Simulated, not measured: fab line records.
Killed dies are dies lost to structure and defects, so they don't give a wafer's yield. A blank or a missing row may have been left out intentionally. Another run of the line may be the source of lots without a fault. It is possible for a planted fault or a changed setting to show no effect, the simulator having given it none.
The tool behind it: which one? :: flow nandHarc :: 13 lots with 39 wafers sampled at 4 steps, on a route of 1302 steps

== WHAT EACH GAUGE READ, for each wafer ==
NHARC_A_BONDPAD_THK_MEAS_20: measures by xrf. Usual: thkNm reads 169.5 nm (standard deviation 1.5).
lot: L332
measured: day 23 17:14
on: filmMetro-01
thkNm (nm): 167.5 168.3 171.3
flag: 

lot: L331
measured: day 24 02:56
on: filmMetro-01
thkNm (nm): 169.6 173.0 169.3
flag: 

lot: L334
measured: day 24 03:44
on: filmMetro-02
thkNm (nm): 172.1 170.7 171.0
flag: 

lot: L335
measured: day 24 17:08
on: filmMetro-01
thkNm (nm): 168.8 170.9 168.2
flag: 

lot: L336
measured: day 25 22:06
on: filmMetro-01
thkNm (nm): 169.2 170.8 168.0
flag: 

lot: L337
measured: day 26 01:50
on: filmMetro-02
thkNm (nm): 170.6 169.3 165.1
flag: 

lot: L341
measured: day 27 05:28
on: filmMetro-01
thkNm (nm): 170.8 169.7 169.5
flag: 

lot: L346
measured: day 29 04:52
on: filmMetro-02
thkNm (nm): 169.4 169.3 170.9
flag: 

lot: L344
measured: day 29 08:52
on: filmMetro-01
thkNm (nm): 167.2 169.6 167.2
flag: 

lot: L349
measured: day 30 18:08
on: filmMetro-02
thkNm (nm): 166.9 168.1 170.9
flag: 

lot: L350
measured: day 31 01:27
on: filmMetro-02
thkNm (nm): 170.2 169.6 171.8
flag: 

lot: L352
measured: day 31 19:56
on: filmMetro-02
thkNm (nm): 168.5 169.2 171.0
flag: 

lot: L353
measured: day 32 15:55
on: filmMetro-02
thkNm (nm): 167.8 169.1 170.8
flag: 

NHARC_END_SORT_01. Usual: defectLimitedYield 92.0 %, standard deviation 2.4; killedAtArray 50, standard deviation 16; killedAtOther 0.8, standard deviation 1; killedAtPeriphery 4, standard deviation 3.1; killedDies 54, standard deviation 16; killedOpen 3.2, standard deviation 2; killedShort 2.5, standard deviation 1.6; sort_bin_2_pct 2.8 %, standard deviation 1; sort_bin_3_pct 0.6 %, standard deviation 0.35; sort_bin_4_pct 4.6 %, standard deviation 1.4; sortNPass 623, standard deviation 16; sortRimYieldPct 90 %, standard deviation 4.3; sortYieldPct 92.0 %, standard deviation 2.4.
lot: L332
measured: day 24 21:14
on: prober-02
defectLimitedYield (%): 91.3 91.4 91.1
killedAtArray: 56 57 58
killedAtOther: 2 0 0
killedAtPeriphery: 1 1 2
killedDies: 59 58 60
killedOpen: 0 0 2
killedShort: 1 0 3
sort_bin_2_pct (%): 4.0 3.7 3.5
sort_bin_3_pct (%): 0.9 1.0 0.7
sort_bin_4_pct (%): 3.8 3.8 4.6
sortNPass: 618 619 617
sortRimYieldPct (%): 91 99 90
sortYieldPct (%): 91.3 91.4 91.1
flag: 

lot: L331
measured: day 25 04:41
on: prober-01
defectLimitedYield (%): 95.7 96.2 96.6
killedAtArray: 27 25 19
killedAtOther: 0 0 0
killedAtPeriphery: 2 1 4
killedDies: 29 26 23
killedOpen: 6 4 6
killedShort: 5 4 1
sort_bin_2_pct (%): 1.8 1.0 0.6
sort_bin_3_pct (%): 0.1 0 0
sort_bin_4_pct (%): 2.4 2.8 2.8
sortNPass: 648 651 654
sortRimYieldPct (%): 97 96 92
sortYieldPct (%): 95.7 96.2 96.6
flag: 

lot: L334
measured: day 25 12:25
on: prober-02
defectLimitedYield (%): 91.6 90.4 91.1
killedAtArray: 54 62 56
killedAtOther: 2 0 3
killedAtPeriphery: 1 3 1
killedDies: 57 65 60
killedOpen: 1 4 2
killedShort: 1 2 2
sort_bin_2_pct (%): 3.4 2.4 2.8
sort_bin_3_pct (%): 0.4 0.4 0.9
sort_bin_4_pct (%): 4.6 6.8 5.2
sortNPass: 620 612 617
sortRimYieldPct (%): 84 93 81
sortYieldPct (%): 91.6 90.4 91.1
flag: 

lot: L335
measured: day 25 21:40
on: prober-01
defectLimitedYield (%): 94.4 90.3 93.4
killedAtArray: 35 60 41
killedAtOther: 2 2 1
killedAtPeriphery: 1 4 3
killedDies: 38 66 45
killedOpen: 2 1 3
killedShort: 1 1 1
sort_bin_2_pct (%): 2.1 3.7 2.4
sort_bin_3_pct (%): 0.6 0.3 0.4
sort_bin_4_pct (%): 3.0 5.8 3.8
sortNPass: 639 611 632
sortRimYieldPct (%): 89 94 88
sortYieldPct (%): 94.4 90.3 93.4
flag: 

lot: L336
measured: day 27 01:48
on: prober-02
defectLimitedYield (%): 94.2 90.3 94.8
killedAtArray: 39 62 31
killedAtOther: 0 0 1
killedAtPeriphery: 0 4 3
killedDies: 39 66 35
killedOpen: 0 3 2
killedShort: 1 8 2
sort_bin_2_pct (%): 1.6 3.5 2.1
sort_bin_3_pct (%): 0.1 0.4 0
sort_bin_4_pct (%): 4.0 5.8 3.1
sortNPass: 638 611 642
sortRimYieldPct (%): 92 94 92
sortYieldPct (%): 94.2 90.3 94.8
flag: 

lot: L337
measured: day 27 10:20
on: prober-01
defectLimitedYield (%): 91.7 93.4 90.1
killedAtArray: 47 41 62
killedAtOther: 1 0 0
killedAtPeriphery: 8 4 5
killedDies: 56 45 67
killedOpen: 4 3 5
killedShort: 3 1 1
sort_bin_2_pct (%): 3.0 2.2 3.2
sort_bin_3_pct (%): 0.3 0.3 0.4
sort_bin_4_pct (%): 5.0 4.1 6.2
sortNPass: 621 632 610
sortRimYieldPct (%): 98 89 99
sortYieldPct (%): 91.7 93.4 90.1
flag: 

lot: L341
measured: day 28 10:25
on: prober-02
defectLimitedYield (%): 92.6 92.3 92.0
killedAtArray: 40 44 45
killedAtOther: 0 0 0
killedAtPeriphery: 10 8 9
killedDies: 50 52 54
killedOpen: 5 4 3
killedShort: 3 4 4
sort_bin_2_pct (%): 1.8 2.7 1.8
sort_bin_3_pct (%): 0.1 0.3 0.1
sort_bin_4_pct (%): 5.5 4.7 6.1
sortNPass: 627 625 623
sortRimYieldPct (%): 90 90 94
sortYieldPct (%): 92.6 92.3 92.0
flag: 

lot: L346
measured: day 30 10:25
on: prober-02
defectLimitedYield (%): 89.7 90.5 89.8
killedAtArray: 69 61 69
killedAtOther: 1 0 0
killedAtPeriphery: 0 3 0
killedDies: 70 64 69
killedOpen: 1 3 2
killedShort: 1 3 0
sort_bin_2_pct (%): 4.3 2.5 3.4
sort_bin_3_pct (%): 0.7 0.6 1.0
sort_bin_4_pct (%): 5.3 6.4 5.8
sortNPass: 607 613 608
sortRimYieldPct (%): 93 82 92
sortYieldPct (%): 89.7 90.5 89.8
flag: 

lot: L344
measured: day 30 09:39
on: prober-01
defectLimitedYield (%): 92.9 89.5 86.1
killedAtArray: 48 67 90
killedAtOther: 0 0 1
killedAtPeriphery: 0 4 3
killedDies: 48 71 94
killedOpen: 1 5 4
killedShort: 2 4 4
sort_bin_2_pct (%): 2.4 4.1 5.6
sort_bin_3_pct (%): 0.7 0.9 1.3
sort_bin_4_pct (%): 4.0 5.5 6.9
sortNPass: 629 606 583
sortRimYieldPct (%): 88 82 89
sortYieldPct (%): 92.9 89.5 86.1
flag: 

lot: L349
measured: day 31 22:04
on: prober-01
defectLimitedYield (%): 91.9 94.4 92.8
killedAtArray: 46 32 46
killedAtOther: 2 3 1
killedAtPeriphery: 7 3 2
killedDies: 55 38 49
killedOpen: 2 2 1
killedShort: 1 2 1
sort_bin_2_pct (%): 2.1 1.9 2.5
sort_bin_3_pct (%): 0.4 0.4 0.3
sort_bin_4_pct (%): 5.6 3.2 4.4
sortNPass: 622 639 628
sortRimYieldPct (%): 94 90 95
sortYieldPct (%): 91.9 94.4 92.8
flag: 

lot: L350
measured: day 32 08:39
on: prober-01
defectLimitedYield (%): 75.6 87.1 76.2
killedAtArray: 164 84 157
killedAtOther: 1 2 3
killedAtPeriphery: 0 1 1
killedDies: 165 87 161
killedOpen: 0 3 8
killedShort: 5 5 1
sort_bin_2_pct (%): 9.3 4.6 9.9
sort_bin_3_pct (%): 4.7 2.1 5.8
sort_bin_4_pct (%): 10.3 6.2 8.1
sortNPass: 512 590 516
sortRimYieldPct (%): 83 75 86
sortYieldPct (%): 75.6 87.1 76.2
flag: OFF

lot: L352
measured: day 33 07:14
on: prober-01
defectLimitedYield (%): 92.0 92.6 92.0
killedAtArray: 46 45 46
killedAtOther: 2 3 2
killedAtPeriphery: 6 2 6
killedDies: 54 50 54
killedOpen: 5 3 7
killedShort: 2 1 5
sort_bin_2_pct (%): 3.8 2.4 3.0
sort_bin_3_pct (%): 0.4 0.4 0.4
sort_bin_4_pct (%): 3.7 4.6 4.6
sortNPass: 623 627 623
sortRimYieldPct (%): 91 89 89
sortYieldPct (%): 92.0 92.6 92.0
flag: 

lot: L353
measured: day 33 23:38
on: prober-02
defectLimitedYield (%): 87.4 90.7 89.8
killedAtArray: 80 59 67
killedAtOther: 1 1 1
killedAtPeriphery: 4 3 1
killedDies: 85 63 69
killedOpen: 2 6 3
killedShort: 4 5 3
sort_bin_2_pct (%): 4.1 2.8 4.3
sort_bin_3_pct (%): 0.9 0.9 1.0
sort_bin_4_pct (%): 7.5 5.6 4.9
sortNPass: 592 614 608
sortRimYieldPct (%): 84 85 87
sortYieldPct (%): 87.4 90.7 89.8
flag: 

== TOOL THAT RAN EACH LOT (tool first, then ch and the chambers of the sampled wafers, then the start) ==
lot: L332
NHARC_A_M1_ETCH_15: rieDiel-05 ch 0,1, day 23 10:07
NHARC_THIN_TSV_PVD_51: pvdSputter-03, day 24 21:14 or earlier

lot: L331
NHARC_A_M1_ETCH_15: rieDiel-04 ch 0,1, day 23 20:10
NHARC_THIN_TSV_PVD_51: pvdSputter-02, day 25 04:41 or earlier

lot: L334
NHARC_A_M1_ETCH_15: rieDiel-05 ch 0,2,3, day 23 20:41
NHARC_THIN_TSV_PVD_51: pvdSputter-02, day 25 12:25 or earlier

lot: L335
NHARC_A_M1_ETCH_15: rieDiel-04 ch 1,2, day 24 10:18
NHARC_THIN_TSV_PVD_51: pvdSputter-03, day 25 21:40 or earlier

lot: L336
NHARC_A_M1_ETCH_15: rieDiel-04 ch 1,2,3, day 25 14:47
NHARC_THIN_TSV_PVD_51: pvdSputter-01, day 27 01:48 or earlier

lot: L337
NHARC_A_M1_ETCH_15: rieDiel-04 ch 0,1,2, day 25 18:54
NHARC_THIN_TSV_PVD_51: pvdSputter-03, day 27 10:20 or earlier

lot: L341
NHARC_A_M1_ETCH_15: rieDiel-06 ch 1,2,3, day 26 22:40
NHARC_THIN_TSV_PVD_51: pvdSputter-01, day 28 10:25 or earlier

lot: L346
NHARC_A_M1_ETCH_15: rieDiel-05 ch 0,1,2, day 28 21:55
NHARC_THIN_TSV_PVD_51: pvdSputter-02, day 30 10:25 or earlier

lot: L344
NHARC_A_M1_ETCH_15: rieDiel-06 ch 1,2,3, day 29 02:05
NHARC_THIN_TSV_PVD_51: pvdSputter-03, day 30 09:39 or earlier

lot: L349
NHARC_A_M1_ETCH_15: rieDiel-05 ch 0,1,2, day 30 11:21
NHARC_THIN_TSV_PVD_51: pvdSputter-01, day 31 22:04 or earlier

lot: L350
NHARC_A_M1_ETCH_15: rieDiel-06 ch 0,1,3, day 30 18:19
NHARC_THIN_TSV_PVD_51: pvdSputter-01, day 32 08:39 or earlier

lot: L352
NHARC_A_M1_ETCH_15: rieDiel-05 ch 0,3, day 31 12:51
NHARC_THIN_TSV_PVD_51: pvdSputter-03, day 33 07:14 or earlier

lot: L353
NHARC_A_M1_ETCH_15: rieDiel-04 ch 1,3, day 32 08:44
NHARC_THIN_TSV_PVD_51: pvdSputter-03, day 33 23:38 or earlier
- NHARC_A_M1_ETCH_15: etches the open film in C4F8/Ar, target depth 182.5 nm, time 91.2 s.
- NHARC_THIN_TSV_PVD_51: deposits Cu, target thk 100 nm.

== AS READ BY THE TOOLS THEMSELVES (means over the sampled wafers that have a number; for cases with no such wafer, the mark the record gives instead) ==
NHARC_A_M1_ETCH_15. Usual: oesProductAu 0.956 a.u., standard deviation 0.023; rfVppV 440.8 V, standard deviation 1.9.
lot: L332
tool: rieDiel-05
oesProductAu (a.u.): 0.921
rfVppV (V): 439.7
flag: 

lot: L331
tool: rieDiel-04
oesProductAu (a.u.): 0.986
rfVppV (V): 438.9
flag: 

lot: L334
tool: rieDiel-05
oesProductAu (a.u.): 0.960
rfVppV (V): 440.7
flag: 

lot: L335
tool: rieDiel-04
oesProductAu (a.u.): 0.974
rfVppV (V): 440.9
flag: 

lot: L336
tool: rieDiel-04
oesProductAu (a.u.): 0.937
rfVppV (V): 441.4
flag: 

lot: L337
tool: rieDiel-04
oesProductAu (a.u.): 0.929
rfVppV (V): 441.1
flag: 

lot: L341
tool: rieDiel-06
oesProductAu (a.u.): 0.921
rfVppV (V): 441.2
flag: 

lot: L346
tool: rieDiel-05
oesProductAu (a.u.): 0.926
rfVppV (V): 440.8
flag: 

lot: L344
tool: rieDiel-06
oesProductAu (a.u.): 0.960
rfVppV (V): 442.1
flag: 

lot: L349
tool: rieDiel-05
oesProductAu (a.u.): 0.968
rfVppV (V): 440.0
flag: 

lot: L350
tool: rieDiel-06
oesProductAu (a.u.): 0.964
rfVppV (V): 440.7
flag: 

lot: L352
tool: rieDiel-05
oesProductAu (a.u.): 0.980
rfVppV (V): 442.3
flag: 

lot: L353
tool: rieDiel-04
oesProductAu (a.u.): 0.975
rfVppV (V): 439.9
flag: 

NHARC_THIN_TSV_PVD_51. Usual: throttleValvePct reads 29.8 % (standard deviation 0.68).
lot: L332
tool: pvdSputter-03
throttleValvePct (%): 30.3
flag: 

lot: L331
tool: pvdSputter-02
throttleValvePct (%): 29.6
flag: 

lot: L334
tool: pvdSputter-02
throttleValvePct (%): 29.6
flag: 

lot: L335
tool: pvdSputter-03
throttleValvePct (%): 29.6
flag: 

lot: L336
tool: pvdSputter-01
throttleValvePct (%): 29.5
flag: 

lot: L337
tool: pvdSputter-03
throttleValvePct (%): 30.3
flag: 

lot: L341
tool: pvdSputter-01
throttleValvePct (%): 29.4
flag: 

lot: L346
tool: pvdSputter-02
throttleValvePct (%): 29.4
flag: 

lot: L344
tool: pvdSputter-03
throttleValvePct (%): 30.3
flag: 

lot: L349
tool: pvdSputter-01
throttleValvePct (%): 29.9
flag: 

lot: L350
tool: pvdSputter-01
throttleValvePct (%): 29.7
flag: 

lot: L352
tool: pvdSputter-03
throttleValvePct (%): 29.4
flag: 

lot: L353
tool: pvdSputter-03
throttleValvePct (%): 30.2
flag: 

== THE ANSWER, worked out from the rows above alone ==
Rule: lot off if the mean of its wafers having a number is beyond 3 standard deviations from the usual mean. A lot without any number at a reading at which 4 lots or more have one is off too. All remaining lots with rows at the step are treated as sound. Order of review: gauges by route order, followed by the tools' own readings, for which a lot's mean as printed above is used. At the first step where some lot is off, the reading lying furthest off is the one used; lots without a number count as furthest.
Off at NHARC_END_SORT_01 (sort_bin_3_pct): L350.
If a tool, at a process step before that reading, ran all the lots that are off and no sound lot after the first of them, it fits. Those tools and the gauges at NHARC_END_SORT_01 are tried in the same way. NHARC_THIN_TSV_PVD_51 gives no start for some lots, so the hours and the order of its lots are those of NHARC_END_SORT_01. This does not decide it: 2 tools fit, namely rieDiel-06 at NHARC_A_M1_ETCH_15 and pvdSputter-01 at NHARC_THIN_TSV_PVD_51.

== WHAT THE SIMULATOR HAD PUT IN ==
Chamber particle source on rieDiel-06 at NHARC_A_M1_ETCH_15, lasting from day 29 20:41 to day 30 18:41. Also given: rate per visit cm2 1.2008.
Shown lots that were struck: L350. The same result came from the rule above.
